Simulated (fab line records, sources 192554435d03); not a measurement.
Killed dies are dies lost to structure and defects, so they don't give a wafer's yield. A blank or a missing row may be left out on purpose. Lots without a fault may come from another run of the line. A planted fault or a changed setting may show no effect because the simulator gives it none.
Chamber matching | flow n5_finfet | N5_STI_FIN_REVEAL_STRIP_24 on rie_diel-01: 4 sister chambers
The step strips in N2/H2, time 90 s. 18 wafers are shown with their chamber, then 9 later ones without.

WAFERS WITH THEIR CHAMBER
wafer  | chamber | showerhead_plenum_p_Torr (Torr) | drypump_motor_current_A (A) | oes_product_au (a.u.)
L074.3 | 1       | 3.29                            | 5.3                         | 0.85
L074.4 | 2       | 3.13                            | 4.9                         | 0.77
L074.6 | 0       | 3.24                            | 5.0                         | 0.73
L076.1 | 3       | 3.47                            | 5.6                         | 0.69
L076.4 | 2       | 3.13                            | 4.9                         | 0.78
L076.6 | 0       | 3.23                            | 5.0                         | 0.73
L077.1 | 0       | 3.23                            | 5.1                         | 0.72
L077.3 | 2       | 3.13                            | 4.9                         | 0.78
L077.4 | 2       | 3.13                            | 4.9                         | 0.77
L078.1 | 1       | 3.28                            | 5.3                         | 0.84
L078.4 | 1       | 3.28                            | 5.3                         | 0.84
L078.6 | 3       | 3.47                            | 5.6                         | 0.67
L082.4 | 2       | 3.12                            | 4.9                         | 0.76
L082.5 | 1       | 3.28                            | 5.3                         | 0.84
L082.6 | 2       | 3.12                            | 4.9                         | 0.77
L084.3 | 0       | 3.23                            | 5.0                         | 0.72
L084.5 | 1       | 3.28                            | 5.3                         | 0.83
L084.6 | 2       | 3.12                            | 4.9                         | 0.76

SIGNATURES (means of the wafers above)
reading                  | chamber 0 | chamber 1 | chamber 2 | chamber 3 | scatter within a chamber
showerhead_plenum_p_Torr | 3.2325    | 3.2820    | 3.1257    | 3.4700    | 0.00483
drypump_motor_current_A  | 5.025     | 5.300     | 4.900     | 5.600     | 0.0231
oes_product_au           | 0.7250    | 0.8400    | 0.7700    | 0.6800    | 0.00802
Rule: a wafer's distance from a chamber is the root of the sum, over the readings, of the square of ((its reading less the chamber's mean) divided by the reading's scatter). The wafer belongs to the nearest chamber; if the next one is less than 2 further off, it can't be placed. The scatter: the root of (the sum of the squares of (reading less its chamber's mean) over the shown wafers, divided by (wafers less chambers)).

WAFERS WITHOUT THEIR CHAMBER
wafer  | showerhead_plenum_p_Torr (Torr) | drypump_motor_current_A (A) | oes_product_au (a.u.)
L086.4 | 3.27                            | 5.3                         | 0.81
L086.5 | 3.46                            | 5.6                         | 0.67
L086.6 | 3.12                            | 4.9                         | 0.75
L088.1 | 3.27                            | 5.3                         | 0.82
L088.2 | 3.22                            | 5.0                         | 0.71
L088.4 | 3.46                            | 5.6                         | 0.67
L091.1 | 3.22                            | 5.0                         | 0.70
L091.2 | 3.27                            | 5.3                         | 0.81
L091.3 | 3.11                            | 4.9                         | 0.74

WHICH CHAMBER EACH WENT THROUGH
wafer  | from the rows above | in truth
L086.4 | 1                   | 1
L086.5 | 3                   | 3
L086.6 | 2                   | 2
L088.1 | 1                   | 1
L088.2 | 0                   | 0
L088.4 | 3                   | 3
L091.1 | 0                   | 0
L091.2 | 1                   | 1
L091.3 | 2                   | 2
Placed correctly: 9 of 9. Can't be placed from these rows: 0. Placed wrongly: 0.
